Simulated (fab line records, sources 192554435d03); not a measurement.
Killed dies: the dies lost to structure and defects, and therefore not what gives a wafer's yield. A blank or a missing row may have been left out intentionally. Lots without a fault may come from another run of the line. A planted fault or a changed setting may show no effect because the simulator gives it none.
Split-lot experiment -- flow n5 finfet -- 21 wafers read across 7 lots, on a route 1938 steps long

THE SPLIT ITSELF
At N5_BEOL_M10_TRENCH_ETCH_37 (etches SiCOH lowk in C4F6/O2, target depth 148.83 nm, time 48 s), the setting bias w was moved away from the recipe's 185 W on 8 of the 21 wafers read, by -13.7% to +14.9%. The other wafers ran this setting at the recipe's value.

The reading is taken at the split's own step.

THE READING
rf vpp V, in V, at N5_BEOL_M10_TRENCH_ETCH_37 (etches SiCOH lowk in C4F6/O2, target depth 148.83 nm, time 48 s). A value of 662 V with a standard deviation of 15 V is what fault-free wafers of this fab line usually give.

wafer,"tool, chamber at the split","bias w as run, W",against the recipe,"rf vpp V, V",against lot-mates on the recipe
L077.4,"rie diel-02, 0",185,recipe,646,-
L077.5,"rie diel-02, 3",185,recipe,654,-
L077.6,"rie diel-02, 2",185,recipe,654,-
L076.3,"rie diel-03, 2",185,recipe,668,-
L076.4,"rie diel-03, 1",185,recipe,659,-
L076.5,"rie diel-03, 1",185,recipe,659,-
L083.1,"rie diel-02, 3",185,recipe,655,-
L083.5,"rie diel-02, 2",185,recipe,656,-
L083.6,"rie diel-02, 3",194.7,+5.2%,683,+28
L085.1,"rie diel-02, 2",209.4,+13.2%,722,no lot-mate on the recipe
L085.2,"rie diel-02, 0",209.4,+13.2%,714,no lot-mate on the recipe
L085.4,"rie diel-02, 2",209.4,+13.2%,722,no lot-mate on the recipe
L088.1,"rie diel-02, 0",205,+10.8%,701,+47
L088.2,"rie diel-02, 1",205,+10.8%,725,+71
L088.3,"rie diel-02, 2",185,recipe,654,-
L090.1,"rie diel-04, 1",185,recipe,663,-
L090.2,"rie diel-04, 0",185,recipe,643,-
L090.3,"rie diel-04, 2",212.5,+14.9%,738,+85
L092.1,"rie diel-02, 0",185,recipe,646,-
L092.2,"rie diel-02, 3",185,recipe,655,-
L092.6,"rie diel-02, 0",159.7,-13.7%,573,-78

FIT RESULTS
A straight line over all 21 wafers: rf vpp V changes by +5.37 V for each +1% of bias w; r = +0.98; the points scatter about the line by 7.5 V.
The same after taking each lot's own level away (the mean of its wafers on the recipe; 18 wafers): +5.6 V for each +1%; r = +0.98; scatter 6.3 V.
The reading moves by 83 V for the largest change in bias w, on that fit.
The span of the lots' own levels, 650.5 to 662.0 V, comes to 0.8 times the standard deviation stated above.
The two slopes are in agreement: the lot-to-lot level therefore moves the slope only a little.
Check: for one of the wafers moved furthest among these (+14.9%), held out of the fit, the line's prediction against its lot-mates is +82.1 V. It came out at +85 V against them.
Tool readings at the split's step, against how far the setting was moved: rf vpp V r = +0.98.

OTHER SPLITS ON THESE WAFERS
Before the reading, these wafers also passed through other splits. Each is held against what the fit with the lots' levels taken away leaves over:
other split on the same wafers,wafers away from the commonest value,r with rf vpp V (lot level and that fit taken away)
N5_BEOL_M7_TRENCH_ETCH_37 time s,4,-0.32
N5_BEOL_M8_COAT_22 spin rpm,7,+0.04
N5_BEOL_M8_DESCUM_33 time s,7,+0.14
N5_BEOL_M9_COAT_59 spin rpm,6,-0.15
N5_BEOL_M9_EXPOSE_08 dose mj,8,-0.08
N5_BEOL_M10_VIA_ETCH_34 source w,9,-0.05

FILE'S OWN FIT
rf vpp V changes by +5.58 V for each +1% of bias w, r = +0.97.
